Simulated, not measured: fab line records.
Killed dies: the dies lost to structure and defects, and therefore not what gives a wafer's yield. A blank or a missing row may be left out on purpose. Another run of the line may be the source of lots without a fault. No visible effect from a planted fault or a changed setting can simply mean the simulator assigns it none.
fab line records	flow n5Finfet	part 1 of 2: steps 1 to 4 of 6
record: lots: 23	wafers: 69	lastDay: 18
route steps=1938 shown BEOL_M1@791 BEOL_M2@880
lots untouched by any fault: they come from a run of this same line in which no faults occurred
startH: hours from the record's first day to the start of the lot's first wafer shown	waitH: hours from the lot's prior step to this one	" unchanged from the row above	L1.1+2: a row that stands for several wafers	- value missing, or start not given	* or withheld: withheld	< > ~ a bound
route shown NAME@n: names a module that has steps shown in the file, with the first one's number in the route	usual: mean/standard deviation of fault-free wafers	same: alike in all rows	chamber/n: place in a boat	sites: readings site by site	_std_site: their standard deviation	_edge_site: outer sites' mean less inner sites'	radiusMm: how far each site lies from the wafer's centre	mask NAME#n: copy n	behind: the most recent tool/chamber to have shaped the wafer	hold: what put the lot on hold/how long, in hours/how the hold closed	device: the n, p or np transistor that did not switch	end of line: the tests these same wafers got at the end of their route	where a step has no rows: the recipe by itself	killed: not the wafer's yield, but the dies lost to structure and defects at the first sort	map: a wafer's dies, marking killed ones x, the rest . and places with no die _
set.NAME: the setting that was run; set.NAME@STEP: the one run at that earlier step	model.NAME: the simulator's own value behind a step, which no gauge read
one table for each step of the route and one row for each wafer, over a sample of lots
services: when a tool's chamber went out of use (startH, in hours from the record's first day, below 0 if earlier), for how many hours, and the reason
== steps ==
step: N5_BEOL_M1_ETCH_69
recipe: chemistry: CF4	target: SiARC	targetDepthA: 156	maskMaterial: CAR-EUV	timeS: 26	ionEnergyEv: 80	pressureMtorr: 40	sourceW: 545	biasW: 36	Ar_flow_sccm: 100	cf4FlowSccm: 100	ends: cleared
usual: drypumpMotorCurrentA: 5.7/0.42	etchRfOnTimeS: 26.1/0.57	oesProductAu: 0.66/0.069	rfFwdPowerW: 532.5/1.6	rfVppV: 183.9/1.2	showerheadPlenumPTorr: 2.13/0.07	throttleValvePct: 15.67/0.23
lot.wafer	tool	chamber	startH	waitH	drypumpMotorCurrentA	etchRfOnTimeS	oesProductAu	rfFwdPowerW	rfHoursCounterH	rfVppV	showerheadPlenumPTorr	throttleValvePct
L074.2	rieDiel-03	0	125.45	0.0	5.9	26.4	0.75	532.5	36	182.6	2.09	15.30
L074.4	"	2	"	"	6.0	26.2	0.66	533.5	152	182.3	2.06	15.69
L074.6	"	3	"	"	5.5	26.3	0.61	532.2	-	185.9	2.22	15.64
L075.1	rieDiel-02	3	135.02	0.0	4.9	24.8	0.65	535.9	188	181.8	2.05	15.98
L075.4	"	0	"	"	5.7	26.2	0.58	532.0	239	185.4	2.18	15.71
L075.6	"	1	"	"	6.4	26.5	0.59	534.0	-	183.8	2.11	15.68
L076.3	rieDiel-03	0	138.16	0.0	5.9	26.5	0.73	531.0	41	183.1	2.09	15.30
L076.5	"	3	"	"	5.5	26.3	0.62	533.3	-	184.4	2.22	15.65
L076.6	"	2	"	"	6.0	26.1	0.66	533.3	-	183.8	2.06	15.68
L077.2	rieDiel-02	1	143.60	0.0	6.3	26.4	0.58	529.5	236	182.6	2.11	15.67
L077.4	"	0	"	"	5.7	26.3	0.57	534.0	242	185.6	2.18	15.73
L077.5	"	0	"	"	5.7	26.3	0.57	530.9	-	184.5	2.18	15.71
L078.1	rieDiel-03	0	147.24	0.0	5.9	26.5	0.74	531.4	44	183.2	2.09	15.32
L078.3	"	1	"	"	5.7	25.7	0.67	531.7	133	184.6	2.15	15.40
L078.4	"	3	"	"	5.5	26.4	0.61	534.3	175	185.3	2.22	15.66
L079.1	rieDiel-04	1	157.31	0.0	5.2	26.8	0.57	531.1	231	185.8	2.20	15.74
L079.3	"	2	"	"	5.8	26.0	0.63	532.5	158	183.9	2.14	15.63
L079.4	"	3	"	"	6.3	26.7	0.73	531.6	43	185.6	2.27	15.58
L080.2	rieDiel-03	0	157.49	0.0	5.9	26.4	0.73	529.9	47	184.3	2.09	15.33
L080.3	"	3	"	"	5.5	26.1	0.61	536.4	178	183.4	2.22	15.66
L080.6	"	3	"	"	5.5	25.9	0.61	533.2	-	183.9	2.22	15.68
L081.3	rieDiel-02	2	166.02	0.0	5.9	26.1	0.65	532.3	134	185.3	2.15	15.84
L081.5	"	0	"	"	5.7	26.8	0.57	532.5	-	183.7	2.18	15.75
L081.6	"	3	"	"	4.9	25.0	0.65	533.8	-	182.5	2.05	15.99
L082.4	rieDiel-03	2	168.79	0.0	6.0	25.8	0.66	532.5	162	182.5	2.06	15.71
L082.5	"	0	"	"	5.9	26.2	0.73	534.9	-	183.1	2.09	15.34
L082.6	"	1	"	"	5.7	25.7	0.66	532.0	-	183.4	2.15	15.41
L083.4	rieDiel-04	3	186.38	0.0	6.3	27.0	0.72	529.5	50	184.8	2.27	15.59
L083.5	"	0	"	"	5.5	26.4	0.60	533.8	-	183.0	2.03	15.84
L083.6	"	3	"	"	6.3	26.6	0.72	531.8	-	183.7	2.27	15.60
L085.2	rieDiel-02	2	186.44	0.0	5.9	25.9	0.66	533.4	140	183.7	2.15	15.85
L085.3	"	3	"	"	4.9	25.0	0.64	534.0	203	182.6	2.04	15.99
L085.5	"	3	"	"	4.9	24.8	0.64	534.4	-	182.3	2.04	16.00
L084.3	rieDiel-04	2	188.39	0.0	5.8	25.8	0.63	533.2	166	183.2	2.14	15.65
L084.4	"	3	"	"	6.3	26.7	0.72	531.4	51	185.9	2.27	15.60
L084.5	"	0	"	"	5.5	26.4	0.60	533.8	-	182.2	2.03	15.82
L087.1	rieDiel-02	0	200.68	0.0	5.7	26.3	0.83	531.1	3	184.0	2.18	15.23
L087.3	"	2	"	"	5.9	26.0	0.65	527.9	146	185.0	2.15	15.86
L087.6	"	0	"	"	5.7	26.1	0.84	529.0	-	185.9	2.18	15.24
L088.2	rieDiel-04	3	206.15	0.0	6.3	26.5	0.71	530.9	56	184.7	2.27	15.61
L088.4	"	3	"	"	6.3	26.3	0.72	530.6	-	186.2	2.27	15.58
L088.5	"	2	"	"	5.8	25.7	0.63	531.3	-	185.8	2.14	15.66
L089.4	rieDiel-04	2	212.38	0.0	5.8	26.1	0.62	532.5	-	182.4	2.14	15.66
L089.5	"	1	"	"	5.2	27.1	0.55	531.9	-	186.0	2.19	15.77
L089.6	"	3	"	"	6.3	26.7	0.72	531.6	-	183.5	2.27	15.60
L090.1	rieDiel-02	0	219.72	0.0	5.7	26.5	0.80	533.6	10	185.8	2.18	15.26
L090.3	"	3	"	"	4.8	25.2	0.63	533.3	217	181.3	2.04	16.03
L090.5	"	0	"	"	5.7	26.2	0.80	533.5	-	184.2	2.18	15.26
L091.3	rieDiel-03	0	224.74	0.0	5.9	26.3	0.71	532.5	66	184.3	2.08	15.35
L091.5	"	2	"	"	6.0	26.5	0.64	531.8	-	182.9	2.05	15.75
L091.6	"	1	"	"	5.7	25.9	0.65	533.0	-	185.2	2.14	15.45
L092.2	rieDiel-02	1	230.09	0.0	6.3	25.7	0.83	531.5	3	183.7	2.11	15.23
L092.3	"	0	"	"	5.7	26.1	0.80	533.1	13	184.0	2.17	15.26
L092.6	"	2	"	"	5.8	25.8	0.65	532.8	-	184.5	2.15	15.88
L093.2	rieDiel-03	2	235.26	0.0	6.0	26.3	0.64	533.9	182	184.5	2.05	15.75
L093.3	"	1	"	"	5.7	25.7	0.66	533.0	158	183.3	2.14	15.47
L093.5	"	3	"	"	5.5	26.5	0.60	532.1	-	184.5	2.21	15.69
L094.1	rieDiel-02	0	248.22	0.0	5.7	26.2	0.79	531.7	18	183.8	2.17	15.28
L094.5	"	3	"	"	4.9	25.1	0.63	532.2	-	181.9	2.04	16.04
L094.6	"	0	"	"	5.7	26.7	0.78	533.9	-	183.1	2.17	15.28
L095.1	rieDiel-02	2	252.87	0.0	5.9	26.0	0.64	532.1	163	183.8	2.14	15.88
L095.4	"	3	"	"	4.9	24.9	0.62	534.5	226	182.1	2.04	16.04
L095.5	"	2	"	"	5.8	25.8	0.64	534.1	-	185.1	2.14	15.89
L096.1	rieDiel-04	0	256.62	0.0	5.5	26.7	0.58	534.6	240	182.5	2.02	15.86
L096.2	"	3	"	"	6.3	26.7	0.70	532.2	73	185.7	2.26	15.64
L096.5	"	0	"	"	5.5	27.0	0.58	531.6	-	182.7	2.02	15.86
L097.2	rieDiel-03	3	266.15	0.0	5.5	26.0	0.59	533.6	209	184.3	2.21	15.73
L097.3	"	0	"	"	5.9	26.7	0.70	535.0	76	182.8	2.08	15.38
L097.5	"	3	"	"	5.5	26.3	0.59	533.3	-	184.5	2.21	15.72
step: N5_BEOL_M1_CD_MEAS_35
recipe: targetCdNm: 18	targetCdYNm: 21	polarity: opening
usual: cdNm: 18.0/0.35
lot.wafer	tool	chamber	startH	waitH	cdNm
L074.2	cdSem-03	-	127.25	0.0	17.4
L074.4	"	-	"	"	18.1
L074.6	"	-	"	"	17.7
L075.1	cdSem-03	-	137.82	0.0	18.0
L075.4	"	-	"	"	17.8
L075.6	"	-	"	"	18.1
L076.3	cdSem-03	-	141.35	0.0	18.1
L076.5	"	-	"	"	18.0
L076.6	"	-	"	"	17.9
L077.2	cdSem-02	-	147.17	0.0	18.3
L077.4	"	-	"	"	18.5
L077.5	"	-	"	"	18.1
L078.1	cdSem-03	-	149.79	0.0	17.8
L078.3	"	-	"	"	18.1
L078.4	"	-	"	"	18.3
L079.1	cdSem-03	-	158.61	0.0	18.1
L079.3	"	-	"	"	17.3
L079.4	"	-	"	"	17.4
L080.2	cdSem-01	-	158.71	0.0	18.1
L080.3	"	-	"	"	17.6
L080.6	"	-	"	"	18.3
L081.3	cdSem-03	-	178.63	0.0	17.7
L081.5	"	-	"	"	18.2
L081.6	"	-	"	"	17.8
L082.4	cdSem-02	-	178.74	0.0	17.9
L082.5	"	-	"	"	18.1
L082.6	"	-	"	"	18.3
L083.4	cdSem-03	-	190.55	0.0	17.7
L083.5	"	-	"	"	18.3
L083.6	"	-	"	"	18.2
L085.2	cdSem-02	-	190.82	0.0	18.2
L085.3	"	-	"	"	18.0
L085.5	"	-	"	"	18.2
L084.3	cdSem-01	-	191.02	0.0	17.9
L084.4	"	-	"	"	18.6
L084.5	"	-	"	"	17.6
L088.2	cdSem-01	-	207.86	0.0	17.3
L088.4	"	-	"	"	18.0
L088.5	"	-	"	"	17.8
L087.1	cdSem-03	-	210.67	0.0	18.2
L087.3	"	-	"	"	17.5
L087.6	"	-	"	"	18.4
L089.4	cdSem-03	-	215.23	0.0	17.9
L089.5	"	-	"	"	18.1
L089.6	"	-	"	"	17.6
L090.1	cdSem-01	-	228.40	0.0	17.6
L090.3	"	-	"	"	18.0
L090.5	"	-	"	"	18.0
L091.3	cdSem-02	-	233.70	0.0	17.4
L091.5	"	-	"	"	17.8
L091.6	"	-	"	"	17.4
L092.2	cdSem-03	-	238.37	0.0	18.9
L092.3	"	-	"	"	18.4
L092.6	"	-	"	"	18.5
L093.2	cdSem-02	-	241.34	0.0	17.9
L093.3	"	-	"	"	17.6
L093.5	"	-	"	"	17.5
L094.1	cdSem-01	-	252.12	0.0	17.9
L094.5	"	-	"	"	18.3
L094.6	"	-	"	"	17.9
L095.1	cdSem-03	-	261.57	0.0	17.6
L095.4	"	-	"	"	17.7
L095.5	"	-	"	"	17.6
L096.1	cdSem-01	-	268.07	0.0	17.8
L096.2	"	-	"	"	18.1
L096.5	"	-	"	"	17.6
L097.2	cdSem-03	-	268.15	0.0	17.8
L097.3	"	-	"	"	18.2
L097.5	"	-	"	"	18.5
step: N5_BEOL_M1_ANNEAL_80
recipe: tempC: 400	timeS: 240	ambient: vacuum
usual: heaterPowerW: 846/71
lot.wafer	tool	chamber	startH	waitH	heaterPowerW
L074.2	pvdSputter-02	-	128.59	0.0	988
L074.4	"	-	"	"	873
L074.6	"	-	"	"	734
L075.1	pvdSputter-02	-	139.37	0.0	861
L075.4	"	-	"	"	901
L075.6	"	-	"	"	915
L076.3	pvdSputter-01	-	142.82	0.0	737
L076.5	"	-	"	"	720
L076.6	"	-	"	"	797
L077.2	pvdSputter-03	-	148.10	0.0	843
L077.4	"	-	"	"	912
L077.5	"	-	"	"	855
L078.1	pvdSputter-01	-	150.98	0.0	755
L078.3	"	-	"	"	780
L078.4	"	-	"	"	906
L079.1	pvdSputter-01	-	159.72	0.0	803
L079.3	"	-	"	"	884
L079.4	"	-	"	"	930
L080.2	pvdSputter-03	-	161.44	0.0	906
L080.3	"	-	"	"	850
L080.6	"	-	"	"	820
L081.3	pvdSputter-03	-	179.77	0.0	862
L081.5	"	-	"	"	921
L081.6	"	-	"	"	860
L082.4	pvdSputter-01	-	179.81	0.0	734
L082.5	"	-	"	"	729
L082.6	"	-	"	"	893
L083.4	pvdSputter-01	-	192.02	0.0	909
L083.5	"	-	"	"	908
L083.6	"	-	"	"	785
L085.2	pvdSputter-03	-	193.66	0.0	806
L085.3	"	-	"	"	846
L085.5	"	-	"	"	797
L084.3	pvdSputter-01	-	193.98	0.0	912
L084.4	"	-	"	"	759
L084.5	"	-	"	"	742
L088.2	pvdSputter-02	-	209.07	0.0	751
L088.4	"	-	"	"	856
L088.5	"	-	"	"	961
L087.1	pvdSputter-01	-	212.52	0.0	798
L087.3	"	-	"	"	888
L087.6	"	-	"	"	752
L089.4	pvdSputter-03	-	218.34	0.0	829
L089.5	"	-	"	"	835
L089.6	"	-	"	"	859
L090.1	pvdSputter-03	-	229.76	0.0	872
L090.3	"	-	"	"	800
L090.5	"	-	"	"	805
L091.3	pvdSputter-01	-	237.22	0.0	742
L091.5	"	-	"	"	880
L091.6	"	-	"	"	752
L092.2	pvdSputter-02	-	239.59	0.0	985
L092.3	"	-	"	"	849
L092.6	"	-	"	"	778
L093.2	pvdSputter-02	-	242.43	0.0	914
L093.3	"	-	"	"	849
L093.5	"	-	"	"	906
L094.1	pvdSputter-03	-	253.63	0.0	819
L094.5	"	-	"	"	850
L094.6	"	-	"	"	928
L095.1	pvdSputter-02	-	264.54	0.0	906
L095.4	"	-	"	"	999
L095.5	"	-	"	"	755
L096.1	pvdSputter-02	-	269.17	0.0	891
L096.2	"	-	"	"	894
L096.5	"	-	"	"	736
L097.2	pvdSputter-01	-	269.38	0.0	890
L097.3	"	-	"	"	783
L097.5	"	-	"	"	779
step: N5_BEOL_M1_SPUTTER_86
recipe: material: Cu	targetThkA: 45	tempC: -20	chamberPressurePa: 0.07	powerW: withheld	timeS: 8.29
usual: throttleValvePct: 30.2/0.97
lot.wafer	tool	chamber	startH	waitH	throttleValvePct
L074.2	pvdSputter-02	-	128.95	0.1	28.1
L074.4	"	-	"	"	28.7
L074.6	"	-	"	"	31.0
L075.1	pvdSputter-02	-	139.73	0.1	28.7
L075.4	"	-	"	"	30.8
L075.6	"	-	"	"	30.9
L076.3	pvdSputter-01	-	143.18	0.1	30.7
L076.5	"	-	"	"	31.0
L076.6	"	-	"	"	29.9
L077.2	pvdSputter-03	-	148.46	0.1	30.2
L077.4	"	-	"	"	30.8
L077.5	"	-	"	"	30.2
L078.1	pvdSputter-01	-	151.34	0.1	31.1
L078.3	"	-	"	"	29.7
L078.4	"	-	"	"	29.6
L079.1	pvdSputter-01	-	160.08	0.1	30.2
L079.3	"	-	"	"	31.7
L079.4	"	-	"	"	29.7
L080.2	pvdSputter-03	-	161.80	0.1	30.7
L080.3	"	-	"	"	30.1
L080.6	"	-	"	"	29.6
L081.3	pvdSputter-03	-	180.13	0.1	30.1
L081.5	"	-	"	"	30.9
L081.6	"	-	"	"	30.1
L082.4	pvdSputter-01	-	180.17	0.1	30.8
L082.5	"	-	"	"	31.0
L082.6	"	-	"	"	31.9
L083.4	pvdSputter-01	-	192.38	0.1	29.7
L083.5	"	-	"	"	29.9
L083.6	"	-	"	"	29.6
L085.2	pvdSputter-03	-	194.02	0.1	29.6
L085.3	"	-	"	"	30.2
L085.5	"	-	"	"	29.9
L084.3	pvdSputter-01	-	194.34	0.1	32.2
L084.4	"	-	"	"	31.0
L084.5	"	-	"	"	30.7
L088.2	pvdSputter-02	-	209.43	0.1	30.6
L088.4	"	-	"	"	28.9
L088.5	"	-	"	"	28.1
L087.1	pvdSputter-01	-	212.88	0.1	29.7
L087.3	"	-	"	"	29.9
L087.6	"	-	"	"	31.1
L089.4	pvdSputter-03	-	218.70	0.1	30.6
L089.5	"	-	"	"	30.2
L089.6	"	-	"	"	30.0
L090.1	pvdSputter-03	-	230.12	0.1	29.8
L090.3	"	-	"	"	29.6
L090.5	"	-	"	"	29.8
L091.3	pvdSputter-01	-	237.58	0.1	30.7
L091.5	"	-	"	"	32.0
L091.6	"	-	"	"	30.7
L092.2	pvdSputter-02	-	239.95	0.1	27.9
L092.3	"	-	"	"	29.1
L092.6	"	-	"	"	31.0
L093.2	pvdSputter-02	-	242.79	0.1	30.6
L093.3	"	-	"	"	29.0
L093.5	"	-	"	"	30.2
L094.1	pvdSputter-03	-	253.99	0.1	30.1
L094.5	"	-	"	"	30.2
L094.6	"	-	"	"	30.8
L095.1	pvdSputter-02	-	264.90	0.1	30.6
L095.4	"	-	"	"	28.1
L095.5	"	-	"	"	31.0
L096.1	pvdSputter-02	-	269.53	0.1	30.4
L096.2	"	-	"	"	28.8
L096.5	"	-	"	"	30.7
L097.2	pvdSputter-01	-	269.74	0.1	31.9
L097.3	"	-	"	"	29.6
L097.5	"	-	"	"	29.6
